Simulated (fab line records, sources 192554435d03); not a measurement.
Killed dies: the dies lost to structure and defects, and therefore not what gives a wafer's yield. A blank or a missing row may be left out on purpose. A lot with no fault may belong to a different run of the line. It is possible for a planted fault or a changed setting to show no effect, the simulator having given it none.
A lot that was struck, set against a sound lot | flow n5Finfet | 25 steps out of a route of 1938
Sound: the wafers L228.2, L228.3, L228.6. Struck: wafer L241.1 (left out: L241.2, a lot-mate that was not struck); the cause follows at the end.
Order at every step that has rows: each side's tool, ch and its chambers, its first start. Under that, the readings that differ: sound wafers | struck wafers | difference of the means | sigmas: that difference in standard deviations of wafers without a fault.
alike: a reading whose means differ by less than 2 such deviations, as well as words and numbers matching on both sides. not compared: withheld readings; readings where some wafer has no value; bounds like >300 that might hide an equal value; numbers whose values overlap and for which the record gives no deviation.
Wherever a step has rows on one side only, a row that says differs or no value, or a row with sigmas, the two part there. When numbers do not overlap yet have no deviation, they are printed without sigmas and do not part them. Lack of a reading on every wafer of one side parts them only where that side has two or more wafers.

first, 1 step without rows for these wafers: N5_BEOL_M14_HARDBAKE_32 (time 120 s).
N5_BEOL_M14_CD_MEAS_28 targets a cd of 284.4 nm.
  sound on cdSem-02 ch 0, day 12 11:55; struck on cdSem-03 ch 0, day 16 01:25
  alike: cdNm
N5_BEOL_M14_OVL_MEAS_29:
  sound on overlay-02 ch 0, day 12 11:56; struck on overlay-01 ch 0, day 16 01:26
  alike: M14_OVL
N5_BEOL_M14_INSPECT_30: inspects for defects (macro).
  struck on defectInspect-01, day 16 01:28; sound on defectInspect-01, day 12 11:58
  alike: rawDefectCount
then, 1 step without rows for these wafers: N5_BEOL_M14_DESCUM_33 (chemistry O2, time 7.9 s).
N5_BEOL_M14_ETCH_67: etches SiARC in CF4, target depth 143 nm, time 238.3 s.
  sound on rieDiel-02 ch 1,2, day 12 12:02; struck on rieDiel-06 ch 0, day 16 01:32
reading                      | sound             | struck | difference | sigmas
oesProductAu (a.u.)          | 0.75 0.73 0.74    | 0.60   | -0.14      | -3
showerheadPlenumPTorr (Torr) | 2.28 2.08 2.28    | 2.02   | -0.19      | -2
throttleValvePct (%)         | 15.42 15.21 15.41 | 15.99  | +0.64      | +2
  alike: chamberPressureMTorr, drypumpMotorCurrentA, etchRfOnTimeS, mfcArSccm, rfVppV
  not compared: rfHoursCounterH
N5_BEOL_M14_ETCH_68: etches SOC in N2/H2, time 450 s.
  sound on rieDiel-02 ch 1,2, day 12 12:11; struck on rieDiel-06 ch 0, day 16 01:41
reading                      | sound             | struck | difference | sigmas
oesProductAu (a.u.)          | 0.88 0.85 0.87    | 0.70   | -0.17      | -3
showerheadPlenumPTorr (Torr) | 2.71 2.50 2.71    | 2.40   | -0.24      | -2
throttleValvePct (%)         | 17.50 17.48 17.51 | 18.17  | +0.67      | +2
  alike: chamberPressureMTorr, drypumpMotorCurrentA, rfVppV, tempC
  not compared: rfHoursCounterH
then, 3 steps without rows for these wafers: N5_BEOL_M14_STRIP_69 (strips in N2/H2); N5_BEOL_M14_TRENCH_ETCH_34 (etches SiO2 in C4F8/O2/Ar, target depth 556.65 nm, time 126.9 s); N5_BEOL_M14_STRIP_70 (strips in C4F8/O2/Ar).
N5_BEOL_M14_OCD_MEAS_35:
  struck on ocd-02, day 16 02:07; sound on ocd-01, day 12 12:37
  alike: trenchDepthNm
then, 1 step without rows for these wafers: N5_BEOL_M14_STRIP_37 (strips in O2).
N5_BEOL_M14_ETCH_38: etches SiCN in CF4/N2, target depth 106.5 nm, time 120.6 s.
  sound on rieDiel-06 ch 0,1,3, day 12 14:56; struck on rieDiel-02 ch 3, day 16 02:45
reading                                      | sound             | struck | difference | sigmas
model.etch.depthNm (nm)                      | 95.94 101.5 92.34 | 143.7  | +47.1      | 
model.SiO2_of_BEOL_M14_ILD_DEP_00.thkNm (nm) | 1040 1050 1079    | 1018   | -38        | 
  alike: chamberPressureMTorr, drypumpMotorCurrentA, mfcArSccm, oesProductAu, rfVppV, showerheadPlenumPTorr, throttleValvePct
  not compared: rfHoursCounterH
then, 3 steps without rows for these wafers: N5_BEOL_M14_PRECLEAN_39 (cleans in residue remover, time 60 s); N5_BEOL_M14_SRD_40 (time 30 s, dry time 30 s); N5_BEOL_M14_DEGAS_41 (time 60 s).
N5_BEOL_M14_PRE_CLEAN_42: time 30 s.
  struck on pvdSputter-01, day 16 03:11; sound on pvdSputter-03, day 12 15:37
  alike: heaterPowerW
then, 2 steps without rows for these wafers: N5_BEOL_M14_SPUTTER_43 (material TaN, target thk 15 nm, time 24.19 s); N5_BEOL_M14_SPUTTER_44 (material Ta, target thk 15 nm, time 24.19 s).
N5_BEOL_M14_SPUTTER_45: material Cu, target thk 100 nm, time 16.67 s.
  struck on pvdSputter-01, day 16 03:23; sound on pvdSputter-03, day 12 15:49
  alike: chamberPressurePa, substrateTempC, throttleValvePct
then, 1 step without rows for these wafers: N5_BEOL_M14_ECD_47 (material Cu, target thk 1248 nm).
N5_BEOL_M14_ANNEAL_48: time 90 s.
  sound on rtpAnneal-01 ch 0, day 12 16:22; struck on rtpAnneal-02 ch 0, day 16 03:47
reading          | sound             | struck | difference | sigmas
wafer_temp_C_max | 225.7 225.8 225.9 | 227.1  | +1.3       | +3
N5_BEOL_M14_CMP_49: polishes, stops on SiO2, t overpolish 5.2 s, target thk 560 nm.
  sound on cmp-03 ch 0,2,3, day 12 16:40; struck on cmp-02 ch 1, day 16 04:10
reading                                      | sound             | struck | difference | sigmas
overpolishRunS (s)                           | 5.213 5.188 5.195 | 5.222  | +0.023     | +2
model.SiO2_of_BEOL_M14_ILD_DEP_00.thkNm (nm) | 1025 1035 1064    | 1003   | -38        | 
  alike: barrierFieldEndpointS, motorCurrentA, timeToEndpointS
N5_BEOL_M14_THK_MEAS_50: measures by xrf.
  struck on filmMetro-02, day 16 04:23; sound on filmMetro-01, day 12 16:58
  alike: M14_THK
N5_PASSIVATION_PROBE_49:
  only the struck wafers here have rows in the record (prober-02, day 17 06:12); the sound ones have none

== WHERE THEY PART ==
Earliest at N5_BEOL_M14_ETCH_67; latest, in this record, at N5_PASSIVATION_PROBE_49.

WHY: what had been put in by the simulator
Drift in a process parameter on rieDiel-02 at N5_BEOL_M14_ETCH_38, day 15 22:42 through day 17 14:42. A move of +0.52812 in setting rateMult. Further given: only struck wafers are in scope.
